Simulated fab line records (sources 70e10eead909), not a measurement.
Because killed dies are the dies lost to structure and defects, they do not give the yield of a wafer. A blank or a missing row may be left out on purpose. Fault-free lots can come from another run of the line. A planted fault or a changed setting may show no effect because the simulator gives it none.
fab line records	flow nand_harc
record lots=6	wafers=18	last_day=33
route steps=1302 shown A_ZERO_WELL@393 A_SOURCE_PLATE@413 A_ONON_D1@424 A_M0@1150 END@1302
lots untouched by any fault: they come from a run of this same line in which no faults occurred
start_h: the number of hours between the record's first day and the start of the first shown wafer of the lot	wait_h: hours from the lot's prior step to this one	" identical to the entry in the row above	L1.1+2: a single row standing in for several wafers	- value missing, or start not given	* or withheld: withheld	< > ~ a bound
route shown NAME@n: a module of which the file shows steps, and the number in the route of the first	usual: the fault-free wafers' mean and standard deviation	same: alike in all rows	chamber/n: place in a boat	sites: each site's reading	_std_site: the standard deviation of these	_edge_site: mean of outer sites minus mean of inner sites	radius_mm: how far each site lies from the wafer's centre	mask NAME#n: copy n	behind: the most recent tool/chamber to have shaped the wafer	hold: cause of the lot's hold/its duration in hours/its outcome	device: the transistor (n, p or np) that didn't switch	end of line: the route-end tests of the same wafers	step lacking rows: just its recipe	killed: dies that structure and defects cost at the first sort, which is not the same as the wafer's yield	map: dies across one wafer; x = killed, . = not, _ = none there
set.NAME: the setting the step ran with; set.NAME@STEP: the setting that earlier step ran with	model.NAME: the simulator's own value behind a step, which no gauge read
a table for each step, a row for each wafer; lots at some steps of the route
services: when a tool's chamber went out of use (start_h, in hours from the record's first day, below 0 if earlier), for how many hours, and the reason
## steps
# step NHARC_A_ZERO_WELL_HMDS_03
# recipe time_s=30
# step NHARC_A_ZERO_WELL_COAT_18
# recipe temp_c=200	time_s=65
# step NHARC_A_ZERO_WELL_COAT_04
# recipe spin_rpm=2000	resist_thk_nm=600
# step NHARC_A_ZERO_WELL_SOFTBAKE_05
# recipe temp_c=125	time_s=70
# step NHARC_A_ZERO_WELL_EBR_06
# step NHARC_A_ZERO_WELL_EXPOSE_07
# recipe na=0.55	dose_mj=33.85	mask_id=A_ZERO
# step NHARC_A_ZERO_WELL_PEB_08
# recipe peb_temp_c=128	peb_time_s=80
# step NHARC_A_ZERO_WELL_DEVELOP_09
# recipe time_s=50	dev_temp_c=22
# step NHARC_A_ZERO_WELL_CD_MEAS_10
# recipe target_cd_nm=2000	landing_energy_ev=500
# usual cd_nm=2000/3.2
lot.wafer	tool	chamber	start_h	wait_h	cd_nm
L536.3	cd_sem-03	0	218.82	-	2005
L536.4	"	0	"	"	2000
L536.6	"	0	"	"	2006
L537.1	cd_sem-03	0	224.99	-	1998
L537.2	"	0	"	"	1999
L537.5	"	0	"	"	1996
L546.2	cd_sem-03	0	314.83	-	2003
L546.3	"	0	"	"	2002
L546.6	"	0	"	"	2006
L547.3	cd_sem-03	0	324.60	-	2006
L547.5	"	0	"	"	1998
L547.6	"	0	"	"	2004
L550.1	cd_sem-02	0	358.73	-	1995
L550.4	"	0	"	"	1995
L550.5	"	0	"	"	1995
L551.1	cd_sem-03	0	365.92	-	2000
L551.5	"	0	"	"	1996
L551.6	"	0	"	"	1998
# step NHARC_A_ZERO_WELL_HARDBAKE_11
# recipe temp_c=118	time_s=65
# step NHARC_A_ZERO_WELL_DESCUM_12
# recipe time_s=3	o2_flow_sccm=200	ar_flow_sccm=0	bias_power_w=0	chemistry=O2
# usual drypump_motor_current_A=5.8/0.47	oes_product_au=1.003/0.0098	rf_vpp_V=58.0/0.83	showerhead_plenum_p_Torr=1.96/0.057	throttle_valve_pct=11.312/0.0081
lot.wafer	tool	chamber	start_h	wait_h	drypump_motor_current_A	oes_product_au	rf_hours_counter_h	rf_vpp_V	showerhead_plenum_p_Torr	throttle_valve_pct
L536.3	rie_diel-11	0	218.98	-	5.8	1.010	23	57.8	1.89	11.312
L536.4	"	2	"	"	5.4	1.001	-	58.1	1.97	11.310
L536.6	"	3	"	"	6.2	0.999	-	59.5	2.02	11.313
L537.1	rie_diel-11	0	225.15	-	5.8	1.007	24	56.1	1.89	11.307
L537.2	"	3	"	"	6.2	1.008	24	58.0	2.02	11.331
L537.5	"	1	"	"	6.0	1.012	-	57.5	1.96	11.319
L546.2	rie_diel-03	1	314.99	-	6.0	0.995	1	56.8	1.91	11.316
L546.3	"	2	"	"	5.3	0.995	1	58.3	1.93	11.303
L546.6	"	2	"	"	5.3	0.996	-	57.0	1.93	11.293
L547.3	rie_diel-03	0	324.78	-	5.3	0.999	1	58.3	1.97	11.306
L547.6	"	1	"	"	6.0	0.996	-	56.8	1.91	11.325
L547.5	"	2	"	"	5.3	0.991	-	57.6	1.93	11.316
L550.1	rie_diel-03	3	358.89	-	6.5	0.986	2	58.8	2.06	11.308
L550.4	"	1	"	"	6.0	0.991	2	58.2	1.91	11.322
L550.5	"	2	"	"	5.3	0.988	-	59.2	1.93	11.315
L551.1	rie_diel-03	3	366.10	-	6.5	0.992	2	58.8	2.06	11.316
L551.6	"	0	"	"	5.3	0.999	-	57.9	1.97	11.296
L551.5	"	1	"	"	6.0	0.994	-	57.9	1.91	11.318
# step NHARC_A_ZERO_WELL_ETCH_19
# recipe target_depth_a=800	overetch_a=240	time_s=87.88	ion_energy_ev=200	n2_flow_sccm=150	h2_flow_sccm=150	ar_flow_sccm=0	rf_w=400	bias_w=150	chemistry=N2/H2
# usual drypump_motor_current_A=5.8/0.48	oes_product_au=1.005/0.0098	rf_vpp_V=432.1/2	showerhead_plenum_p_Torr=2.10/0.063	throttle_valve_pct=14.171/0.0091
lot.wafer	tool	chamber	start_h	wait_h	drypump_motor_current_A	oes_product_au	rf_hours_counter_h	rf_vpp_V	showerhead_plenum_p_Torr	throttle_valve_pct
L536.3	rie_diel-11	2	219.10	0.1	5.3	1.005	22	431.8	2.10	14.172
L536.6	"	0	"	"	5.8	1.018	-	428.8	2.01	14.180
L536.4	"	2	"	"	5.3	1.010	-	432.0	2.10	14.181
L537.2	rie_diel-11	0	225.29	0.1	5.8	1.018	24	429.3	2.01	14.164
L537.1	"	2	"	"	5.4	0.996	23	432.5	2.10	14.180
L537.5	"	0	"	"	5.7	1.004	-	428.5	2.01	14.161
L546.2	rie_diel-03	1	315.07	0.1	6.0	0.992	1	430.6	2.04	14.156
L546.3	"	2	"	"	5.3	1.000	1	431.5	2.06	14.159
L546.6	"	2	"	"	5.3	0.994	-	432.3	2.06	14.170
L547.3	rie_diel-03	1	324.86	0.1	6.0	1.001	1	429.9	2.04	14.179
L547.5	"	2	"	"	5.3	0.998	-	431.3	2.06	14.183
L547.6	"	3	"	"	6.5	1.011	-	433.2	2.20	14.165
L550.1	rie_diel-03	0	358.97	0.1	5.3	1.007	2	431.1	2.10	14.174
L550.4	"	2	"	"	5.3	1.001	2	432.2	2.06	14.184
L550.5	"	0	"	"	5.3	0.996	-	432.2	2.10	14.161
L551.1	rie_diel-03	0	366.17	0.1	5.3	1.001	2	431.2	2.10	14.160
L551.5	"	2	"	"	5.3	1.007	-	430.2	2.06	14.170
L551.6	"	3	"	"	6.5	1.002	-	434.3	2.20	14.172
# step NHARC_A_ZERO_WELL_ETCH_13
# recipe target_depth_a=1200	time_s=40.1	hbr_flow_sccm=150	cl2_flow_sccm=50	rf_w=400	icp_w=400	bias_w=100	chemistry=HBr/Cl2
# usual drypump_motor_current_A=5.7/0.43	hbr_flow_sccm=150.0/0.39	oes_product_au=0.997/0.014	throttle_valve_pct=26.406/0.0089
lot.wafer	tool	chamber	start_h	wait_h	drypump_motor_current_A	hbr_flow_sccm	oes_product_au	rf_hours_counter_h	throttle_valve_pct
L536.3	rie_si-01	1	219.22	-	5.8	149.9	0.983	0.1	26.389
L536.4	"	2	"	"	5.2	150.1	0.994	0.1	26.421
L536.6	"	1	"	"	5.8	149.9	0.980	-	26.391
L537.1	rie_si-05	1	225.41	-	6.0	150.0	1.037	0.5	26.385
L537.2	"	3	"	"	5.1	150.4	1.009	0.6	26.412
L537.5	"	2	"	"	5.7	150.6	0.991	-	26.399
L546.2	rie_si-05	1	315.22	-	5.9	150.2	1.019	0.0	26.421
L546.3	"	2	"	"	5.7	150.3	0.999	0.0	26.394
L546.6	"	0	"	"	4.9	149.7	0.999	-	26.388
L547.3	rie_si-05	3	324.98	-	5.0	150.1	1.017	0.1	26.405
L547.5	"	1	"	"	5.9	150.3	1.010	-	26.401
L547.6	"	2	"	"	5.7	150.0	0.996	-	26.401
L550.4	rie_si-02	0	359.09	-	6.4	150.2	1.010	0.4	26.410
L550.1	"	1	"	"	6.0	149.9	0.983	0.4	26.410
L550.5	"	1	"	"	6.0	149.9	0.981	-	26.403
L551.1	rie_si-02	0	366.29	-	6.4	149.7	1.002	0.5	26.413
L551.6	"	3	"	"	5.8	149.6	0.976	-	26.402
L551.5	"	0	"	"	6.4	150.1	1.008	-	26.398
# step NHARC_A_ZERO_WELL_STRIP_14
# recipe time_s=900	temp_c=130	chemistry=SPM
# step NHARC_A_ZERO_WELL_IMPLANT_15
# recipe energy_kev=150	dose_cm2=1e+13	tilt_deg=7
# step NHARC_A_ZERO_WELL_PRECLEAN_22
# recipe time_s=60	temp_c=50	bath_age_min=0	chemistry=SC1
# step NHARC_A_ZERO_WELL_SRD_23
# step NHARC_A_ZERO_WELL_RTA_16
# recipe temp_c=1000	time_s=10
# usual lamp_power_pct=31.4/3	lamp_zone_1_pct=31.4/3	lamp_zone_2_pct=31.5/3	wafer_temp_C_max=1006.4/2.2
lot.wafer	tool	chamber	start_h	wait_h	lamp_power_pct	lamp_zone_1_pct	lamp_zone_2_pct	wafer_temp_C_max
L536.3	rtp_anneal-02	0	220.17	-	33.7	33.8	33.7	1004.3
L536.4	"	0	"	"	33.7	33.7	33.8	1005.2
L536.6	"	0	"	"	33.7	33.7	33.7	1003.9
L537.1	rtp_anneal-02	0	226.31	-	33.7	33.7	33.7	1002.9
L537.2	"	0	"	"	33.7	33.7	33.7	1004.9
L537.5	"	0	"	"	33.7	33.8	33.7	1005.2
L546.2	rtp_anneal-02	0	316.12	-	33.7	33.7	33.8	1004.0
L546.3	"	0	"	"	33.7	33.8	33.8	1004.8
L546.6	"	0	"	"	33.8	33.8	33.8	1005.8
L547.3	rtp_anneal-02	0	326.22	-	33.7	33.8	33.7	1004.1
L547.5	"	0	"	"	33.8	33.7	33.8	1004.6
L547.6	"	0	"	"	33.7	33.8	33.7	1005.7
L550.1	rtp_anneal-02	0	360.05	-	33.7	33.8	33.8	1005.3
L550.4	"	0	"	"	33.8	33.7	33.7	1005.8
L550.5	"	0	"	"	33.8	33.8	33.8	1005.5
L551.1	rtp_anneal-01	0	367.18	-	27.7	27.6	27.7	1009.6
L551.5	"	0	"	"	27.7	27.7	27.7	1010.0
L551.6	"	0	"	"	27.7	27.6	27.7	1007.5
# step NHARC_A_ZERO_WELL_INSPECT_17
# usual raw_defect_count=12/5.4
lot.wafer	tool	chamber	start_h	wait_h	raw_defect_count
L536.3	defect_inspect-01	-	220.31	0.1	14
L536.4	"	-	"	"	16
L536.6	"	-	"	"	18
L537.1	defect_inspect-02	-	226.50	0.2	13
L537.2	"	-	"	"	15
L537.5	"	-	"	"	9
L546.2	defect_inspect-01	-	316.29	0.1	22
L546.3	"	-	"	"	1320
L546.6	"	-	"	"	13
L547.3	defect_inspect-01	-	326.37	0.1	16
L547.5	"	-	"	"	9
L547.6	"	-	"	"	1362
L550.1	defect_inspect-01	-	360.25	0.2	9
L550.4	"	-	"	"	3
L550.5	"	-	"	"	10
L551.1	defect_inspect-01	-	367.38	0.2	12
L551.5	"	-	"	"	7
L551.6	"	-	"	"	7
# step NHARC_A_SOURCE_PLATE_PRECLEAN_00
# recipe time_s=60	chemistry=HF-LAST
# step NHARC_A_SOURCE_PLATE_SRD_01
# step NHARC_A_SOURCE_PLATE_OXIDE_02
# recipe target_thk_a=100	temp_c=900	ox_time_s=1362	material=SiO2
# step NHARC_A_SOURCE_PLATE_THK_MEAS_09
# recipe thk_meas_gauge=ellipsometry
# usual thk_nm=9.6/1
lot.wafer	tool	chamber	start_h	wait_h	thk_nm
L536.3	film_metro-01	-	227.47	0.4	9.2
L536.4	"	-	"	"	9.5
L536.6	"	-	"	"	8.2
L537.1	film_metro-02	-	233.35	0.4	10.1
L537.2	"	-	"	"	9.4
L537.5	"	-	"	"	10.0
L546.2	film_metro-01	-	323.57	0.4	8.6
L546.3	"	-	"	"	8.3
L546.6	"	-	"	"	10.9
L547.3	film_metro-01	-	333.72	0.4	8.5
L547.5	"	-	"	"	11.1
L547.6	"	-	"	"	8.4
L550.1	film_metro-02	-	369.73	0.4	8.3
L550.4	"	-	"	"	9.2
L550.5	"	-	"	"	9.7
L551.1	film_metro-01	-	375.19	0.4	8.5
L551.5	"	-	"	"	8.7
L551.6	"	-	"	"	10.1
# step NHARC_A_SOURCE_PLATE_PVD_04
# recipe target_thk_a=500	material=WSi2
# step NHARC_A_SOURCE_PLATE_CVD_03
# recipe target_thk_a=2000	temp_c=620	pressure_mtorr=200	time_s=4000	material=poly-Si
# step NHARC_A_SOURCE_PLATE_ANNEAL_05
# recipe temp_c=850	time_s=1800
# step NHARC_A_SOURCE_PLATE_THK_MEAS_06
# recipe thk_meas_gauge=ellipsometry
# usual thk_nm=200.0/2.2
lot.wafer	tool	chamber	start_h	wait_h	thk_nm
L536.3	film_metro-02	-	242.26	0.4	201.0
L536.4	"	-	"	"	201.9
L536.6	"	-	"	"	201.9
L537.1	film_metro-01	-	245.86	0.4	198.8
L537.2	"	-	"	"	196.3
L537.5	"	-	"	"	199.0
L546.2	film_metro-02	-	337.29	0.4	203.5
L546.3	"	-	"	"	202.2
L546.6	"	-	"	"	204.4
L547.3	film_metro-01	-	346.27	0.4	197.1
L547.5	"	-	"	"	197.9
L547.6	"	-	"	"	200.1
L550.1	film_metro-01	-	382.74	0.4	197.9
L550.4	"	-	"	"	200.7
L550.5	"	-	"	"	198.7
L551.1	film_metro-01	-	388.16	0.4	203.9
L551.5	"	-	"	"	201.7
L551.6	"	-	"	"	201.9
# step NHARC_A_SOURCE_PLATE_INSPECT_08
# usual raw_defect_count=66/28
lot.wafer	tool	chamber	start_h	wait_h	raw_defect_count
L536.3	defect_inspect-01	-	242.32	0.0	93
L536.4	"	-	"	"	131
L536.6	"	-	"	"	85
L537.1	defect_inspect-01	-	245.92	0.0	60
L537.2	"	-	"	"	65
L537.5	"	-	"	"	47
L546.2	defect_inspect-01	-	337.37	0.0	91
L546.3	"	-	"	"	1382
L546.6	"	-	"	"	52
L547.3	defect_inspect-01	-	346.33	0.0	37
L547.5	"	-	"	"	60
L547.6	"	-	"	"	1475
L550.1	defect_inspect-02	-	384.86	2.1	49
L550.4	"	-	"	"	38
L550.5	"	-	"	"	61
L551.1	defect_inspect-01	-	388.26	0.0	107
L551.5	"	-	"	"	94
L551.6	"	-	"	"	110
# step NHARC_A_ONON_D1_DEP_00
# recipe target_thk_a=10000	n2_flow_sccm=2750	n2o_flow_sccm=2000	nh3_flow_sccm=500	sih4_flow_sccm=210	temp_c=400
# step NHARC_A_ONON_D1_THK_MEAS_02
# recipe thk_meas_gauge=ellipsometry
# usual thk_nm=995/9.5
lot.wafer	tool	chamber	start_h	wait_h	thk_nm
L536.3	film_metro-01	-	242.90	-	998
L536.4	"	-	"	"	997
L536.6	"	-	"	"	997
L537.1	film_metro-01	-	246.50	-	999
L537.2	"	-	"	"	1000
L537.5	"	-	"	"	1001
L546.2	film_metro-02	-	337.94	-	986
L546.3	"	-	"	"	985
L546.6	"	-	"	"	988
L547.3	film_metro-02	-	346.91	-	995
L547.5	"	-	"	"	999
L547.6	"	-	"	"	996
L550.1	film_metro-01	-	385.46	-	1012
L550.4	"	-	"	"	1013
L550.5	"	-	"	"	1013
L551.1	film_metro-02	-	388.84	-	989
L551.5	"	-	"	"	991
L551.6	"	-	"	"	990
# step NHARC_A_ONON_D1_DEP_03
# recipe target_thk_a=10000	n2_flow_sccm=2750	n2o_flow_sccm=2000	nh3_flow_sccm=500	sih4_flow_sccm=210	temp_c=400
# step NHARC_A_ONON_D1_THK_MEAS_05
# recipe thk_meas_gauge=ellipsometry
# usual thk_nm=1000/10
lot.wafer	tool	chamber	start_h	wait_h	thk_nm
L536.3	film_metro-02	-	243.46	-	997
L536.4	"	-	"	"	998
L536.6	"	-	"	"	996
L537.1	film_metro-02	-	247.07	-	995
L537.2	"	-	"	"	995
L537.5	"	-	"	"	995
L546.2	film_metro-01	-	338.50	-	1001
L546.3	"	-	"	"	1000
L546.6	"	-	"	"	1002
L547.3	film_metro-01	-	347.48	-	993
L547.5	"	-	"	"	994
L547.6	"	-	"	"	992
L550.1	film_metro-01	-	386.05	-	1002
L550.4	"	-	"	"	1004
L550.5	"	-	"	"	1004
L551.1	film_metro-02	-	389.41	-	1011
L551.5	"	-	"	"	1009
L551.6	"	-	"	"	1012
# step NHARC_A_ONON_D1_DEP_06
# recipe target_thk_a=10000	n2_flow_sccm=2750	n2o_flow_sccm=2000	nh3_flow_sccm=500	sih4_flow_sccm=210	temp_c=400
# step NHARC_A_ONON_D1_THK_MEAS_08
# recipe thk_meas_gauge=ellipsometry
# usual thk_nm=1001/10
lot.wafer	tool	chamber	start_h	wait_h	thk_nm
L536.3	film_metro-02	-	244.03	-	1000
L536.4	"	-	"	"	1003
L536.6	"	-	"	"	1002
L537.1	film_metro-02	-	247.64	-	990
L537.2	"	-	"	"	990
L537.5	"	-	"	"	988
L546.2	film_metro-01	-	339.07	-	998
L546.3	"	-	"	"	997
L546.6	"	-	"	"	1000
L547.3	film_metro-02	-	348.05	-	1012
L547.5	"	-	"	"	1014
L547.6	"	-	"	"	1012
L550.1	film_metro-01	-	386.61	-	1017
L550.4	"	-	"	"	1018
L550.5	"	-	"	"	1015
L551.1	film_metro-02	-	389.96	-	1009
L551.5	"	-	"	"	1009
L551.6	"	-	"	"	1009
# step NHARC_A_ONON_D1_DEP_09
# recipe target_thk_a=10000	n2_flow_sccm=2750	n2o_flow_sccm=2000	nh3_flow_sccm=500	sih4_flow_sccm=210	temp_c=400
# step NHARC_A_ONON_D1_THK_MEAS_11
# recipe thk_meas_gauge=ellipsometry
# usual thk_nm=999/8.5
lot.wafer	tool	chamber	start_h	wait_h	thk_nm
L536.3	film_metro-02	-	244.59	-	1004
L536.4	"	-	"	"	1003
L536.6	"	-	"	"	1003
L537.1	film_metro-01	-	248.21	-	1017
L537.2	"	-	"	"	1018
L537.5	"	-	"	"	1019
L546.2	film_metro-02	-	339.63	-	990
L546.3	"	-	"	"	989
L546.6	"	-	"	"	988
L547.3	film_metro-02	-	348.62	-	1000
L547.5	"	-	"	"	998
L547.6	"	-	"	"	997
L550.1	film_metro-01	-	387.17	-	999
L550.4	"	-	"	"	998
L550.5	"	-	"	"	1001
L551.1	film_metro-01	-	390.53	-	987
L551.5	"	-	"	"	987
L551.6	"	-	"	"	987
# step NHARC_A_ONON_D1_DEP_12
# recipe target_thk_a=10000	n2_flow_sccm=2750	n2o_flow_sccm=2000	nh3_flow_sccm=500	sih4_flow_sccm=210	temp_c=400
# step NHARC_A_ONON_D1_THK_MEAS_14
# recipe thk_meas_gauge=ellipsometry
# usual thk_nm=1000/7.9
lot.wafer	tool	chamber	start_h	wait_h	thk_nm
L536.3	film_metro-02	-	245.16	-	1000
L536.4	"	-	"	"	999
L536.6	"	-	"	"	999
L537.1	film_metro-01	-	248.77	-	1003
L537.2	"	-	"	"	1003
L537.5	"	-	"	"	1004
L546.2	film_metro-01	-	340.20	-	999
L546.3	"	-	"	"	1000
L546.6	"	-	"	"	1000
L547.3	film_metro-02	-	349.18	-	990
L547.5	"	-	"	"	990
L547.6	"	-	"	"	991
L550.1	film_metro-01	-	387.74	-	1001
L550.4	"	-	"	"	1001
L550.5	"	-	"	"	1000
L551.1	film_metro-01	-	391.09	-	1012
L551.5	"	-	"	"	1011
L551.6	"	-	"	"	1013
# step NHARC_A_ONON_D1_ANNEAL_15
# recipe temp_c=750	time_s=3600
# step NHARC_A_M0_DESCUM_14
# recipe time_s=3	o2_flow_sccm=200	ar_flow_sccm=0	bias_power_w=0	chemistry=O2
# usual drypump_motor_current_A=5.6/0.38	oes_product_au=0.999/0.014	rf_vpp_V=57.8/0.82	showerhead_plenum_p_Torr=1.94/0.069	throttle_valve_pct=11.311/0.0088
lot.wafer	tool	chamber	start_h	wait_h	drypump_motor_current_A	oes_product_au	rf_hours_counter_h	rf_vpp_V	showerhead_plenum_p_Torr	throttle_valve_pct	model.A_M0.cd_nm
L536.3	rie_diel-05	1	602.60	0.1	5.3	0.986	0.5	57.4	2.03	11.314	78.91
L536.4	"	3	"	"	5.3	1.003	0.4	57.7	1.89	11.296	81.28
L536.6	"	1	"	"	5.3	0.981	-	58.0	2.03	11.308	80.64
L537.1	rie_diel-04	0	604.19	0.1	5.7	0.980	3.6	57.5	1.82	11.313	80.22
L537.2	"	1	"	"	6.0	1.014	2.7	57.4	1.89	11.311	81.81
L537.5	"	1	"	"	6.0	0.999	-	56.0	1.89	11.310	79.87
L546.2	rie_diel-05	2	694.28	0.1	5.2	1.006	4.6	57.6	2.03	11.314	77.38
L546.3	"	3	"	"	5.3	1.004	4.6	58.2	1.89	11.312	79.26
L546.6	"	1	"	"	5.3	0.997	-	57.5	2.03	11.309	78.17
L547.3	rie_diel-04	1	698.87	0.1	6.0	1.029	7.6	58.3	1.88	11.304	77.88
L547.5	"	0	"	"	5.7	0.989	-	58.4	1.82	11.303	78.85
L547.6	"	1	"	"	6.0	1.019	-	58.0	1.89	11.301	78.13
L551.1	rie_diel-05	0	731.42	0.1	6.2	0.994	6.9	56.5	2.00	11.315	79.29
L551.6	"	1	"	"	5.3	0.994	-	59.8	2.03	11.310	80.38
L551.5	"	2	"	"	5.2	0.988	-	58.2	2.03	11.303	78.31
L550.1	rie_diel-06	0	739.29	0.1	5.3	0.970	2.9	57.6	1.91	11.301	78.83
L550.4	"	3	"	"	5.5	0.982	3.0	58.4	1.95	11.326	80.34
L550.5	"	0	"	"	5.3	0.974	-	57.6	1.91	11.328	79.51
# step NHARC_A_M0_ETCH_15
# recipe target_depth_a=1500	overetch_a=150	time_s=82.5	c4f8_flow_sccm=withheld	ar_flow_sccm=400	rf_w=600	bias_w=300	chemistry=C4F8/Ar
# usual oes_product_au=0.942/0.023	rf_vpp_V=441.4/2.1
lot.wafer	tool	chamber	start_h	wait_h	oes_product_au	rf_hours_counter_h	rf_vpp_V	model.A_M0.cd_nm
L536.4	rie_diel-05	0	-	-	0.942	0.5	441.7	81.52
L536.3	"	1	"	"	0.939	0.6	444.3	78.86
L536.6	"	1	"	"	0.946	-	444.5	80.97
L537.1	rie_diel-04	0	-	-	0.899	3.7	438.4	81.56
L537.2	"	3	"	"	0.929	4.1	439.6	82.8
L537.5	"	0	"	"	0.899	-	437.0	80.43
L546.2	rie_diel-05	3	-	-	0.941	4.7	439.3	76.88
L546.3	"	2	"	"	0.923	4.6	444.6	79.23
L546.6	"	0	"	"	0.918	-	442.2	77.88
L547.3	rie_diel-04	3	-	-	0.997	9.1	440.0	78.14
L547.5	"	1	"	"	0.985	-	439.7	78.61
L547.6	"	2	"	"	0.983	-	441.0	78.76
L551.1	rie_diel-05	1	-	-	0.936	7.0	443.5	79.45
L551.5	"	3	"	"	0.932	-	440.2	77.8
L551.6	"	0	"	"	0.914	-	442.4	80.34
L550.1	rie_diel-06	1	-	-	0.958	3.6	442.5	79.34
L550.4	"	2	"	"	0.983	3.5	438.6	80.81
L550.5	"	0	"	"	0.942	-	441.4	78.76
# step NHARC_END_SORT_01
# recipe temp_c=25
# usual killed_at_array=61/26	killed_at_other=0.8/1.1	killed_at_periphery=4.0/2.6	killed_dies=66/26	killed_open=3.1/1.7	killed_short=2.5/1.5
# same gross_dies=677
lot.wafer	tool	chamber	start_h	wait_h	killed_at_array	killed_at_other	killed_at_periphery	killed_dies	killed_open	killed_short
L537.1	prober-01	0	642.74	2.5	40	0	3	43	5	6
L537.2	prober-01	0	643.54	2.8	41	1	4	46	3	2
L537.5	prober-01	0	645.93	3.7	34	4	2	40	1	1
L546.3	prober-01	0	740.23	3.1	102	0	11	113	5	0
L547.6	prober-02	0	742.69	4.0	98	1	9	108	4	2
# killed by level:class
L537.1 A_CHANNEL_HOLE_D2:chamber_film_flake=15 A_CONTACT:chamber_film_flake=4 A_CHANNEL_HOLE_D1:chamber_film_flake=3 A_CHANNEL_FILL_D2:geometric_particle:open=2 A_ZERO_WELL:chamber_film_flake=2 A_CHANNEL_FILL_D1:chamber_film_flake=2 A_DECK1_JOINT:chamber_film_flake=2 A_SLIT:chamber_film_flake=2
L537.2 A_CHANNEL_HOLE_D2:chamber_film_flake=16 A_SLIT:chamber_film_flake=7 A_CHANNEL_HOLE_D1:chamber_film_flake=4 A_WL_FILL:chamber_film_flake=3 A_CONTACT:chamber_film_flake=3 P_ZERO_WELL:chamber_film_flake=2 A_STAIRCASE:chamber_film_flake=2 P_CONTACT:geometric_particle:open=1
L537.5 A_CHANNEL_HOLE_D2:chamber_film_flake=14 A_CHANNEL_HOLE_D1:chamber_film_flake=8 A_SLIT:chamber_film_flake=5 THIN_TSV:chamber_film_flake=4 A_CONTACT:chamber_film_flake=3 A_CHANNEL_FILL_D1:geometric_particle:open=1 A_SGD_CUT:geometric_particle:short=1 P_STI:chamber_film_flake=1
L546.3 A_ZERO_WELL:unspecified=51 A_CHANNEL_HOLE_D2:chamber_film_flake=23 A_CHANNEL_HOLE_D1:chamber_film_flake=9 P_CONTACT:chamber_film_flake=8 A_CONTACT:chamber_film_flake=8 A_SLIT:chamber_film_flake=5 A_ONON_D1:geometric_particle:open=1 A_CHANNEL_HOLE_D1:geometric_particle:open=1
L547.6 A_ZERO_WELL:unspecified=56 A_CHANNEL_HOLE_D1:chamber_film_flake=18 A_CONTACT:chamber_film_flake=9 A_SLIT:chamber_film_flake=5 P_CONTACT:chamber_film_flake=4 A_STAIRCASE:chamber_film_flake=3 A_CHANNEL_FILL_D1:geometric_particle:open=2 P_M2:chamber_film_flake=2
## services
tool	chamber	start_h	hours	kind
rie_diel-11	1	214.59	6.3	repair
rie_diel-03	0	223.08	5.4	repair
rie_diel-05	-	229.60	9.0	pm
rie_diel-03	2	258.87	4.8	repair
rie_diel-03	-	281.30	9.0	pm
rie_diel-03	-	294.67	1.5	repair
rie_diel-03	2	332.04	8.3	repair
rie_diel-05	0	364.54	1.2	repair
rie_diel-03	0	376.36	1.7	repair
rie_diel-03	2	377.17	21.9	repair
rie_diel-05	-	406.60	9.0	pm
rie_diel-03	0	437.88	1.8	repair
rie_diel-03	2	443.07	1.4	repair
rie_diel-03	-	458.30	9.0	pm
rie_diel-03	3	480.83	3.5	repair
rie_diel-05	0	503.77	4.8	repair
rie_diel-03	0	504.60	4.8	repair
rie_diel-03	1	551.11	14.2	repair
rie_diel-05	-	583.60	9.0	pm
rie_diel-03	2	600.98	1.3	repair
rie_diel-03	-	635.30	9.0	pm
rie_diel-03	0	674.07	8.6	repair
rie_diel-03	-	684.37	0.5	repair
rie_diel-03	2	734.55	3.9	repair
## key
first_sign step=NHARC_A_ZERO_WELL_INSPECT_17	reading=raw_defect_count	direction=up	sigmas=99+	usual=12	struck=1341
effect step=NHARC_A_SOURCE_PLATE_INSPECT_08	reading=raw_defect_count	direction=up	sigmas=49	usual=66	struck=1428
model_effect step=NHARC_A_M0_DESCUM_14	value=A_M0.cd_nm	without=81	struck=78.69
model_effect step=NHARC_A_M0_ETCH_15	value=A_M0.cd_nm	without=81.3	struck=78.99
more_kills_born_at NHARC_A_ZERO_WELL_ETCH_13@rie_si-05=103
met_at NHARC_A_ZERO_WELL_ETCH_13
struck_wafers L546.3,L547.6
tester_left_out L546,L547
loop_trim step=NHARC_A_M0_EXPOSE_06	setting=dose	lots=L546,L547
onset_between 225.41 315.22
fault kind=chamber_particle_source	tool=rie_si-05	chamber=2	onset_h=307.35	steps=NHARC_A_ZERO_WELL_ETCH_13	rate_per_visit_cm2=2.0271	end_h=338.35
# tester_left_out: of these lots the tester's yield and bins aren't shown, on N5 and GAA mostly nor the transistor test; their killed dies are dies lost to structure and defects alone, not to doping, threshold or leakage, so they don't give the yield
# loop_trim: a control loop set the setting to another value than it would have without faults
